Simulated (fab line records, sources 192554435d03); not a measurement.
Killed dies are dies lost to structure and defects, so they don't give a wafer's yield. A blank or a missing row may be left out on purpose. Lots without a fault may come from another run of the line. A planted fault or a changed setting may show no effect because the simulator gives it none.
A struck lot beside a sound one | flow n5_finfet | 16 steps out of a route of 1938
Sound: wafers L844.3, L844.4, L844.6. Struck: wafer L829.2. (L829.6 of the same lot was not struck and is left out.) The cause comes at the end.
At each step with rows: each side's tool, then ch and its chambers, then its first start. Under that, the readings that differ: sound wafers | struck wafers | difference of the means | sigmas: that difference in standard deviations of wafers without a fault.
alike: readings whose means differ by less than 2 such deviations, and words and numbers that are the same on both sides. not compared: withheld readings, readings that some wafer has no value for, bounds like >300 that may hide the same value, and numbers for which the record gives no deviation and whose values overlap.
The two part at a step that has a row with sigmas, a row that says differs or no value, or rows on one side only. Numbers that don't overlap but have no deviation are shown without sigmas and don't part them. A reading that every wafer of one side lacks parts them only if that side has two wafers or more.

first, 4 steps without rows for these wafers: N5_BEOL_M6_HM_STRIP_39 (strips TiN in peroxide tin strip, target depth 25 nm, time 158 s); N5_BEOL_M6_SRD_40 (time 30 s); N5_BEOL_M6_PRECLEAN_42 (cleans in residue remover, time 60 s); N5_BEOL_M6_SRD_43 (time 30 s).
N5_BEOL_M6_CD_MEAS_35: target cd 40 nm, target cd y 28 nm.
  sound on cd_sem-01, day 13 16:13; struck on cd_sem-02, day 9 15:31
  alike: cd_nm
N5_BEOL_M6_CURE_75: cures SiCOH lowk, time 120 s.
  sound on uv_cure-03 ch 1, day 13 16:22; struck on uv_cure-03 ch 0, day 9 15:43
  reading          | sound             | struck | difference | sigmas
  wafer_temp_C_max | 371.1 371.6 371.1 | 373.1  | +1.8       | +2
  alike: lamp_power_pct
then, 1 step without rows for these wafers: N5_BEOL_M6_DEGAS_44 (time 60 s).
N5_BEOL_M6_PRE_CLEAN_45: time 30 s.
  sound on pvd_sputter-01, day 13 18:01; struck on pvd_sputter-03, day 9 16:16
  alike: heater_power_w
then, 1 step without rows for these wafers: N5_BEOL_M6_ALD_77 (deposits TaN, target thk 2 nm, pulse time 2 s, purge time 3 s).
N5_BEOL_M6_SURFACE_TREAT_79:
  sound on pvd_sputter-03, day 13 18:26; struck on pvd_sputter-02, day 9 16:42
  not compared: throttle_valve_pct
then, 1 step without rows for these wafers: N5_BEOL_M6_CVD_78 (deposits Co from CCTBA/H2, target thk 2 nm, time 142.3 s).
N5_BEOL_M6_SPUTTER_48: material Cu, target thk 10 nm, time 1.667 s.
  sound on pvd_sputter-03, day 13 18:39; struck on pvd_sputter-02, day 9 17:04
  alike: throttle_valve_pct
N5_BEOL_M6_ECD_50: material Cu, target thk 300 nm.
  sound on ecd_cu-01 ch 0,1, day 13 18:47; struck on ecd_cu-01 ch 1, day 9 17:10
  reading                                | sound             | struck | difference | sigmas
  model.Cu_of_BEOL_M6_ECD_50.thk_nm (nm) | 300.4 301.6 301.6 | 415.4  | +114.2     |
N5_BEOL_M6_ANNEAL_51: time 90 s.
  sound on rtp_anneal-02 ch 0, day 13 19:10; struck on rtp_anneal-01 ch 0, day 9 17:39
  alike: wafer_temp_C_max
N5_BEOL_M6_CMP_52: polishes, stops on SiCOH lowk, t overpolish 6.9 s, target thk 80 nm.
  sound on cmp-01 ch 0,2,3, day 13 19:28; struck on cmp-01 ch 1, day 9 17:59
  reading                | sound    | struck | difference | sigmas
  time_to_endpoint_s (s) | 63 63 60 | 92     | +30        | +8
  alike: motor_current_A
N5_BEOL_M6_THK_MEAS_53: measures by xrf.
  sound on film_metro-02, day 13 19:41; struck on film_metro-01, day 9 18:13
  alike: M6_THK

WHERE THEY PART
First at N5_BEOL_M6_CURE_75; last, within this record, at N5_BEOL_M6_CMP_52. Later steps at which nothing parts them and some readings are alike: N5_BEOL_M6_THK_MEAS_53.

WHY: what the simulator had put in
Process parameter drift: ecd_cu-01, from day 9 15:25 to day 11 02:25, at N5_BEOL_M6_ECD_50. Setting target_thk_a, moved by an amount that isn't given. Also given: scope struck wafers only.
